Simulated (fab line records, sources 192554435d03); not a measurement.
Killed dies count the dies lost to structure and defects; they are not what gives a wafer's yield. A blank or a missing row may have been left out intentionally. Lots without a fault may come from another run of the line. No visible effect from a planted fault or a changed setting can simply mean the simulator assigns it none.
One fault through the eyes of 2 desks :: flow n5-finfet :: numbers are kept per desk, each desk with only its own; the story behind them comes last

== METROLOGY DESK ==
What the gauges read, lot by lot, whatever tool the lot ran on: means of the sampled wafers that have a number. The brackets show how far a lot's mean lies from the usual mean; more than 4 standard deviations puts the lot out of limits, marked OUT. 7 of its 15 readings are shown: the first one out of limits and those lying furthest out on some lot.
Columns: A = DIBL_P at N5_BEOL_M4_RC_MEAS_101, usual 36 mV/V; B = EOT_N at N5_BEOL_M4_RC_MEAS_101, usual 10.49; C = EOT_P at N5_BEOL_M4_RC_MEAS_101, usual 10.44; D = IGATE_N at N5_BEOL_M4_RC_MEAS_101, usual 0.0136 nA/um; E = IGATE_P at N5_BEOL_M4_RC_MEAS_101, usual 0.0040 nA/um; F = IOFF_N at N5_BEOL_M4_RC_MEAS_101, usual 0.16 nA/um; G = IOFF_P at N5_BEOL_M4_RC_MEAS_101, usual 0.20 nA/um
lot: L416
first seen here: day 9 00:01
A: 36
B: 10.44
C: 10.46
D: 0.0159
E: 0.0046
F: 0.17
G: 0.18

lot: L418
first seen here: day 9 10:34
A: 38
B: 10.65
C: 10.57
D: 0.0107
E: 0.0030
F: 0.17
G: 0.22

lot: L419
first seen here: day 10 15:28
A: 35
B: 10.50
C: 10.45
D: 0.0135
E: 0.0041
F: 0.17
G: 0.18

lot: L422
first seen here: day 10 19:35
A: 36
B: 10.86
C: 10.86 (+4.3) OUT
D: 0.0095
E: 0.0028
F: 0.16
G: 0.21

lot: L424
first seen here: day 11 16:10
A: 37
B: 10.76
C: 10.69
D: 0.0111
E: 0.0032
F: 0.18
G: 0.19

lot: L423
first seen here: day 11 22:36
A: 38
B: 10.60
C: 10.60
D: 0.0119
E: 0.0036
F: 0.16
G: 0.22

lot: L433
first seen here: day 13 20:04
A: 30
B: 10.50
C: 10.44
D: 0.0133
E: 0.0040
F: 0.10
G: 0.14

lot: L438
first seen here: day 14 08:01
A: 36
B: 10.45
C: 10.44
D: 0.0137
E: 0.0040
F: 0.17
G: 0.23

lot: L435
first seen here: day 14 15:03
A: 36
B: 10.53
C: 10.44
D: 0.0121
E: 0.0036
F: 0.18
G: 0.23

lot: L437
first seen here: day 15 02:16
A: 38
B: 10.50
C: 10.40
D: 0.0122
E: 0.0037
F: 0.18
G: 0.25
This desk's finding: out of limits on L422; first on L422, day 10 19:55 (EOT_P at N5_BEOL_M4_RC_MEAS_101). L416, L418, L419, L424, L423, L433, L438, L435, L437 stayed within limits.

== TOOL OWNER'S DESK, ald-sin-04 ==
The tool's own readings at N5_DUMMY_GATE_ALD_02 (deposits SiO2, target thk 2 nm, pulse time 1 s): means of the sampled wafers that have a number, for each lot that ran on this tool. The brackets show how far a lot's mean lies from the usual mean; more than 4 standard deviations puts the lot out of limits, marked OUT.
Columns: A = heater-power-outer-w at N5_DUMMY_GATE_ALD_02, usual 264 W; B = heater-power-w at N5_DUMMY_GATE_ALD_02, usual 460 W; C = precursor-pulse-height-rel at N5_DUMMY_GATE_ALD_02, usual 1.001
lot: L419
first seen here: day 3 14:22
A: 268
B: 454
C: 0.995

lot: L422
first seen here: day 4 06:43
A: 273
B: 451
C: 1.006

lot: L423
first seen here: day 4 14:33
A: 256
B: 451
C: 1.000

lot: L424
first seen here: day 4 18:44
A: 264
B: 460
C: 0.999

lot: L437
first seen here: day 8 01:17
A: 266
B: 452
C: 1.006

lot: L438
first seen here: day 8 07:53
A: 251
B: 437
C: 0.998
Result from this desk: across the 6 lots, nothing is out of limits.

== PUT TOGETHER ==
The metrology desk could have raised an alarm at day 10 19:55, on L422.
The tool owner's desk saw nothing out of limits.
Tool owner's desk: L422 on record, inside its limits.
All the named lots went through N5_DUMMY_GATE_ALD_02 on ald-sin-04.

== WHAT THE SIMULATOR HAD PUT IN ==
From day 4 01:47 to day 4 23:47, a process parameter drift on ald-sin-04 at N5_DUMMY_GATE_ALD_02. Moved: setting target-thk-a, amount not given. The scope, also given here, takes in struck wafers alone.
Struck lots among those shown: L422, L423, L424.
Per desk, hours elapsed from the start of the fault to the first reading out of limits: for the metrology desk, 162.
